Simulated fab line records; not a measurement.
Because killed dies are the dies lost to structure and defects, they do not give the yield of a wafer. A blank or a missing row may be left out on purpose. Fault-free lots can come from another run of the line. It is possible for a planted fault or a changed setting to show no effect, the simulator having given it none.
Chamber matching + flow n5_finfet + 3 sister chambers for N5_BEOL_M3_CVD_47 on cvd_co-01
The step deposits Co from CCTBA/H2, target thk 3 nm, time 223.8 s. 6 wafers are shown with their chamber, then 8 later ones without.

WAFERS PAIRED WITH THEIR CHAMBERS
| wafer  | chamber | run_length_s (s) |
|--------|---------|------------------|
| L832.6 | 2       | 247.3            |
| L833.1 | 2       | 247.3            |
| L847.2 | 1       | 247.6            |
| L847.4 | 0       | 246.4            |
| L847.5 | 1       | 247.8            |
| L848.3 | 0       | 246.3            |

WAFERS WHOSE CHAMBER IS MISSING
| wafer  | run_length_s (s) |
|--------|------------------|
| L848.5 | 247.2            |
| L848.6 | 247.3            |
| L849.2 | 246.5            |
| L849.4 | 247.6            |
| L849.6 | 246.4            |
| L852.2 | 246.9            |
| L852.5 | 246.8            |
| L852.6 | 246.5            |

CHAMBER TAKEN BY EACH
| wafer  | from the rows above     | in truth                   |
|--------|-------------------------|----------------------------|
| L848.5 | 2                       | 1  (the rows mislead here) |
| L848.6 | 2                       | 2                          |
| L849.2 | 0                       | 0                          |
| L849.4 | 1                       | 1                          |
| L849.6 | 0                       | 0                          |
| L852.2 | can't be placed: 2 or 0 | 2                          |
| L852.5 | can't be placed: 0 or 2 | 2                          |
| L852.6 | 0                       | 0                          |
Correctly placed: 5 of 8. These rows do not allow placing 2 (true chamber among the candidates in 2). Number placed wrongly: 1.
How it was worked out, from the rows above alone: a wafer's distance from a chamber is the root of the sum, over the readings, of the square of ((its reading less the chamber's mean) divided by the reading's scatter). The wafer belongs to the nearest chamber; if the next one is less than 2 further off, it can't be placed. The mean given for a chamber averages the wafers shown for that chamber. The scatter: take each reading less its chamber's mean, square it, sum over the shown wafers, divide by the number of wafers less the number of chambers, and take the root.
